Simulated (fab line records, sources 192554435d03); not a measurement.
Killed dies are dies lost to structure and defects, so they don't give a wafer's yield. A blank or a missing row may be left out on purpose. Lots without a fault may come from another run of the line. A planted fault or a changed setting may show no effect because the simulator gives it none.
Chamber matching | flow n5_finfet | N5_BEOL_M1_PRE_CLEAN_60 on cvd_co-01: 3 sister chambers
The step time 15 s. 6 wafers are shown with their chamber, then 12 later ones without.

WAFERS WITH THEIR CHAMBER
wafer  | chamber | heater_power_w (W)
L084.4 | 1       | 74
L090.3 | 0       | 118
L090.4 | 2       | 77
L091.1 | 2       | 77
L091.2 | 0       | 116
L091.3 | 1       | 75

WAFERS WITHOUT THEIR CHAMBER
wafer  | heater_power_w (W)
L091.4 | 76
L091.5 | 119
L091.6 | 74
L092.2 | 118
L092.5 | 74
L092.6 | 74
L095.2 | 78
L095.3 | 74
L095.6 | 120
L096.4 | 120
L096.5 | 77
L096.6 | 74

WHICH CHAMBER EACH WENT THROUGH
wafer  | from the rows above     | in truth
L091.4 | can't be placed: 2 or 1 | 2
L091.5 | 0                       | 0
L091.6 | 1                       | 1
L092.2 | 0                       | 0
L092.5 | 1                       | 1
L092.6 | 1                       | 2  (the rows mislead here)
L095.2 | 2                       | 2
L095.3 | 1                       | 1
L095.6 | 0                       | 0
L096.4 | 0                       | 0
L096.5 | 2                       | 2
L096.6 | 1                       | 1
Placed correctly: 10 of 12. Can't be placed from these rows: 1 (the true chamber is among the candidates in 1). Placed wrongly: 1.
How it was worked out, from the rows above alone: a wafer's distance from a chamber is the root of the sum, over the readings, of the square of ((its reading less the chamber's mean) divided by the reading's scatter). The wafer belongs to the nearest chamber; if the next one is less than 2 further off, it can't be placed. A chamber's mean is the mean of its shown wafers. The scatter: the root of (the sum of the squares of (reading less its chamber's mean) over the shown wafers, divided by (wafers less chambers)).
